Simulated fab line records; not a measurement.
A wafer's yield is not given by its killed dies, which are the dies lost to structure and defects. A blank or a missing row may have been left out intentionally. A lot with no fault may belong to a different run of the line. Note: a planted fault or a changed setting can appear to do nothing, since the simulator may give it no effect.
What tool caused it? | flow n5Finfet | 72 wafers from 24 lots sampled at 5 of the route's 1938 steps

== WHAT EACH GAUGE READ, for each wafer ==
N5_BEOL_M10_CD_MEAS_11 targets a cd of 64.1 nm. Usual: cdNm at 64.2 nm, with a standard deviation of 0.72.
lot  | measured     | on       | cdNm (nm)      | flag
L074 | day 10 09:28 | cdSem-02 | 63.1 63.0 63.8 | 
L076 | day 11 00:26 | cdSem-02 | 64.0 63.1 64.5 | 
L075 | day 11 00:41 | cdSem-02 | 62.9 64.2 62.9 | 
L077 | day 11 20:11 | cdSem-02 | 64.7 65.3 64.7 | 
L079 | day 11 23:46 | cdSem-02 | 63.3 64.8 64.7 | 
L078 | day 12 00:23 | cdSem-03 | 65.2 64.9 64.8 | 
L080 | day 12 02:31 | cdSem-01 | 64.3 65.2 65.5 | 
L082 | day 12 12:32 | cdSem-02 | 65.0 64.5 64.7 | 
L081 | day 12 12:43 | cdSem-03 | 63.5 62.9 63.5 | 
L083 | day 12 17:38 | cdSem-02 | 63.6 63.4 63.8 | 
L084 | day 13 00:08 | cdSem-02 | 64.7 65.6 64.5 | 
L085 | day 13 09:05 | cdSem-02 | 64.5 64.9 64.6 | 
L087 | day 13 16:00 | cdSem-03 | 64.1 63.7 64.1 | 
L086 | day 13 17:03 | cdSem-02 | 64.8 64.6 65.4 | 
L090 | day 14 07:56 | cdSem-03 | 65.1 64.6 64.9 | 
L089 | day 14 08:23 | cdSem-01 | 62.8 63.5 63.0 | 
L088 | day 14 11:36 | cdSem-01 | 64.2 64.4 64.6 | 
L093 | day 15 01:10 | cdSem-01 | 64.0 63.0 64.2 | 
L092 | day 15 01:37 | cdSem-03 | 63.3 63.1 63.4 | 
L091 | day 15 18:51 | cdSem-02 | 65.3 64.5 64.8 | 
L094 | day 15 19:49 | cdSem-01 | 65.3 64.6 64.2 | 
L096 | day 15 21:38 | cdSem-03 | 64.3 64.0 63.6 | 
L095 | day 16 04:44 | cdSem-01 | 64.4 64.0 64.9 | 
L097 | day 16 11:17 | cdSem-02 | 64.7 63.5 63.8 | 

N5_BEOL_M10_THK_MEAS_53: measures by xrf. Usual: M10_THK typically reads 139 nm, with standard deviation 3.5.
lot  | measured     | on           | M10_THK (nm) | flag
L074 | day 10 15:07 | filmMetro-02 | 143 138 144  | 
L076 | day 11 05:58 | filmMetro-02 | 135 131 135  | 
L075 | day 11 06:35 | filmMetro-02 | 135 135 133  | 
L077 | day 12 03:01 | filmMetro-02 | 137 139 138  | 
L079 | day 12 04:23 | filmMetro-01 | 145 139 141  | 
L078 | day 12 04:39 | filmMetro-02 | 142 136 139  | 
L080 | day 12 08:12 | filmMetro-01 | 136 135 140  | 
L082 | day 12 19:21 | filmMetro-01 | 135 135 135  | 
L081 | day 12 19:14 | filmMetro-02 | 139 140 145  | 
L083 | day 12 23:19 | filmMetro-01 | 142 143 144  | 
L084 | day 13 04:01 | filmMetro-02 | 133 143 142  | 
L085 | day 13 13:26 | filmMetro-02 | 138 134 139  | 
L087 | day 13 21:25 | filmMetro-02 | 141 140 136  | 
L086 | day 13 23:26 | filmMetro-01 | 134 140 140  | 
L090 | day 14 12:08 | filmMetro-02 | 144 144 143  | 
L089 | day 14 13:29 | filmMetro-02 | 139 141 138  | 
L088 | day 14 16:54 | filmMetro-01 | 136 135 139  | 
L093 | day 15 08:19 | filmMetro-02 | 139 143 137  | 
L092 | day 15 07:32 | filmMetro-01 | 142 136 136  | 
L091 | day 15 23:02 | filmMetro-02 | 140 145 143  | 
L094 | day 16 01:21 | filmMetro-02 | 136 132 139  | 
L096 | day 16 02:51 | filmMetro-02 | 133 138 141  | 
L095 | day 16 11:06 | filmMetro-02 | 140 138 138  | 
L097 | day 16 16:24 | filmMetro-02 | 135 141 137  | 

N5_BEOL_M10_INSPECT_58: inspects for defects (darkfield). Usual: rawDefectCount at 65, with a standard deviation of 19.
lot  | measured     | on               | rawDefectCount | flag
L074 | day 10 15:18 | defectInspect-02 | 36 54 72       | 
L076 | day 11 06:08 | defectInspect-01 | 40 45 50       | 
L075 | day 11 06:44 | defectInspect-01 | 77 75 115      | 
L077 | day 12 03:11 | defectInspect-02 | 74 108 64      | 
L079 | day 12 04:32 | defectInspect-01 | 87 90 60       | 
L078 | day 12 04:49 | defectInspect-02 | 81 72 78       | 
L080 | day 12 08:22 | defectInspect-02 | 42 57 80       | 
L082 | day 12 19:31 | defectInspect-02 | 42 65 63       | 
L081 | day 12 19:24 | defectInspect-02 | 53 40 85       | 
L083 | day 12 23:28 | defectInspect-01 | 88 71 70       | 
L084 | day 13 04:10 | defectInspect-01 | 71 30 40       | 
L085 | day 13 13:36 | defectInspect-01 | 65 52 51       | 
L087 | day 13 21:34 | defectInspect-02 | 100 63 61      | 
L086 | day 13 23:36 | defectInspect-02 | 68 103 57      | 
L090 | day 14 12:19 | defectInspect-01 | 57 66 51       | 
L089 | day 14 13:38 | defectInspect-02 | 81 103 65      | 
L088 | day 14 17:04 | defectInspect-01 | 69 71 63       | 
L093 | day 15 08:29 | defectInspect-02 | 85 53 52       | 
L092 | day 15 07:42 | defectInspect-02 | 61 56 92       | 
L091 | day 15 23:12 | defectInspect-01 | 59 71 39       | 
L094 | day 16 01:31 | defectInspect-02 | 39 79 90       | 
L096 | day 16 03:01 | defectInspect-01 | 71 63 69       | 
L095 | day 16 11:16 | defectInspect-01 | 53 74 64       | 
L097 | day 16 16:34 | defectInspect-01 | 46 78 62       | 

== WHAT TOOL EACH LOT RAN ON (gives the tool, then ch and the chambers of the sampled wafers, and finally the start) ==
lot  | N5_BEOL_M10_STRIP_67              | N5_BEOL_M10_SURFACE_TREAT_76
L074 | rieDiel-02 ch 0,1,3, day 10 09:47 | pvdSputter-02, day 10 13:48
L076 | rieDiel-02 ch 0,1,3, day 11 00:46 | pvdSputter-03, day 11 04:32
L075 | rieDiel-01 ch 0,1,3, day 11 01:00 | pvdSputter-02, day 11 05:23
L077 | rieDiel-02 ch 0,1,2, day 11 21:44 | pvdSputter-03, day 12 01:50
L079 | rieDiel-05 ch 0,1,3, day 12 00:20 | pvdSputter-01, day 12 02:56
L078 | rieDiel-02 ch 0,1,2, day 12 00:43 | pvdSputter-01, day 12 03:03
L080 | rieDiel-02 ch 0,1,2, day 12 03:56 | pvdSputter-01, day 12 06:52
L082 | rieDiel-05 ch 0,1, day 12 13:30   | pvdSputter-02, day 12 18:11
L081 | rieDiel-02 ch 0,1, day 12 13:38   | pvdSputter-01, day 12 18:04
L083 | rieDiel-01 ch 0,3, day 12 18:03   | pvdSputter-02, day 12 21:43
L084 | rieDiel-02 ch 0,1,3, day 13 00:28 | pvdSputter-02, day 13 02:43
L085 | rieDiel-01 ch 0,1,2, day 13 09:24 | pvdSputter-01, day 13 12:04
L087 | rieDiel-05 ch 0,2,3, day 13 16:20 | pvdSputter-03, day 13 20:07
L086 | rieDiel-02 ch 1,2,3, day 13 17:22 | pvdSputter-01, day 13 22:16
L090 | rieDiel-02 ch 0,2,3, day 14 08:16 | pvdSputter-03, day 14 11:04
L089 | rieDiel-05 ch 2,3, day 14 08:56   | pvdSputter-01, day 14 12:19
L088 | rieDiel-02 ch 0,1,3, day 14 11:56 | pvdSputter-02, day 14 15:48
L093 | rieDiel-02 ch 1,2, day 15 01:33   | pvdSputter-02, day 15 07:01
L092 | rieDiel-05 ch 0,1,3, day 15 01:56 | pvdSputter-02, day 15 06:24
L091 | rieDiel-05 ch 0,2,3, day 15 19:16 | pvdSputter-03, day 15 21:40
L094 | rieDiel-05 ch 1,2,3, day 15 20:31 | pvdSputter-03, day 16 00:19
L096 | rieDiel-05 ch 1,2,3, day 15 21:57 | pvdSputter-03, day 16 01:14
L095 | rieDiel-02 ch 0,3, day 16 05:17   | pvdSputter-03, day 16 10:01
L097 | rieDiel-02 ch 0,2, day 16 11:37   | pvdSputter-02, day 16 14:54
- N5_BEOL_M10_STRIP_67: strips in CF4.
- N5_BEOL_M10_SURFACE_TREAT_76

== WHAT THE TOOLS THEMSELVES READ (means of the sampled wafers that have a number; where no wafer has one, the mark that the record gives instead) ==
N5_BEOL_M10_STRIP_67. Usual: chamberPressureMTorr 50.00 mTorr, standard deviation 0.046; drypumpMotorCurrentA 5.7 A, standard deviation 0.4; oesProductAu 0.79 a.u., standard deviation 0.098; rfVppV 270.8 V, standard deviation 1.3; showerheadPlenumPTorr 1.78 Torr, standard deviation 0.05; throttleValvePct 13.66 %, standard deviation 0.28.
lot  | tool       | chamberPressureMTorr (mTorr) | drypumpMotorCurrentA (A) | oesProductAu (a.u.) | rfVppV (V) | showerheadPlenumPTorr (Torr) | throttleValvePct (%) | flag
L074 | rieDiel-02 | 50.02                        | 5.7                      | 0.77                | 270.2      | 1.75                         | 13.71                | 
L076 | rieDiel-02 | 49.98                        | 5.7                      | 0.77                | 271.0      | 1.75                         | 13.72                | 
L075 | rieDiel-01 | 50.04                        | 6.2                      | 0.86                | 272.0      | 1.83                         | 13.35                | 
L077 | rieDiel-02 | 50.01                        | 5.6                      | 0.74                | 271.1      | 1.77                         | 13.77                | 
L079 | rieDiel-05 | 49.99                        | 5.6                      | 0.80                | 271.9      | 1.81                         | 13.69                | 
L078 | rieDiel-02 | 50.00                        | 5.6                      | 0.73                | 270.9      | 1.77                         | 13.78                | 
L080 | rieDiel-02 | 50.04                        | 5.6                      | 0.73                | 270.5      | 1.77                         | 13.77                | 
L082 | rieDiel-05 | 50.07                        | 5.9                      | 0.72                | 270.6      | 1.77                         | 13.93                | 
L081 | rieDiel-02 | 50.00                        | 5.7                      | 0.71                | 269.0      | 1.73                         | 13.74                | 
L083 | rieDiel-01 | 49.97                        | 6.1                      | 0.85                | 271.9      | 1.85                         | 13.58                | 
L084 | rieDiel-02 | 49.96                        | 5.7                      | 0.75                | 270.1      | 1.75                         | 13.76                | 
L085 | rieDiel-01 | 50.01                        | 6.1                      | 0.82                | 272.7      | 1.85                         | 13.54                | 
L087 | rieDiel-05 | 49.98                        | 5.9                      | 0.78                | 270.9      | 1.78                         | 13.63                | 
L086 | rieDiel-02 | 50.00                        | 5.8                      | 0.78                | 270.1      | 1.75                         | 13.67                | 
L090 | rieDiel-02 | 50.02                        | 5.6                      | 0.77                | 271.7      | 1.78                         | 13.85                | 
L089 | rieDiel-05 | 50.02                        | 5.8                      | 0.75                | 271.0      | 1.78                         | 13.63                | 
L088 | rieDiel-02 | 50.03                        | 5.7                      | 0.74                | 269.5      | 1.74                         | 13.79                | 
L093 | rieDiel-02 | 49.99                        | 5.8                      | 0.73                | 271.1      | 1.77                         | 13.74                | 
L092 | rieDiel-05 | 49.99                        | 5.6                      | 0.85                | 270.9      | 1.80                         | 13.55                | 
L091 | rieDiel-05 | 49.99                        | 6.0                      | 0.86                | 271.0      | 1.77                         | 13.49                | 
L094 | rieDiel-05 | 49.98                        | 5.4                      | 0.93                | 271.1      | 1.80                         | 13.31                | 
L096 | rieDiel-05 | 50.02                        | 5.4                      | 0.93                | 271.7      | 1.80                         | 13.33                | 
L095 | rieDiel-02 | 49.96                        | 5.5                      | 0.92                | 270.7      | 1.77                         | 13.56                | 
L097 | rieDiel-02 | 50.04                        | 5.6                      | 0.82                | 269.7      | 1.79                         | 13.71                | 

== THE ANSWER, worked out from the rows above alone ==
Rule: a lot is off if the mean of its wafers that have a number lies more than 3 standard deviations from the usual mean. A lot without any number at a reading at which 4 lots or more have one is off too. Where the step has rows for the other lots, those lots are counted as sound. First the gauges in route order, then the tools' own readings, where a lot's mean is used as printed above. The first step at which some lot is off is used, and at that step the reading that is off furthest; a lot without a number counts as furthest.
No lot is off on any of the readings shown, so nothing can be concluded from this.

== WHAT WAS PUT IN BY THE SIMULATOR ==
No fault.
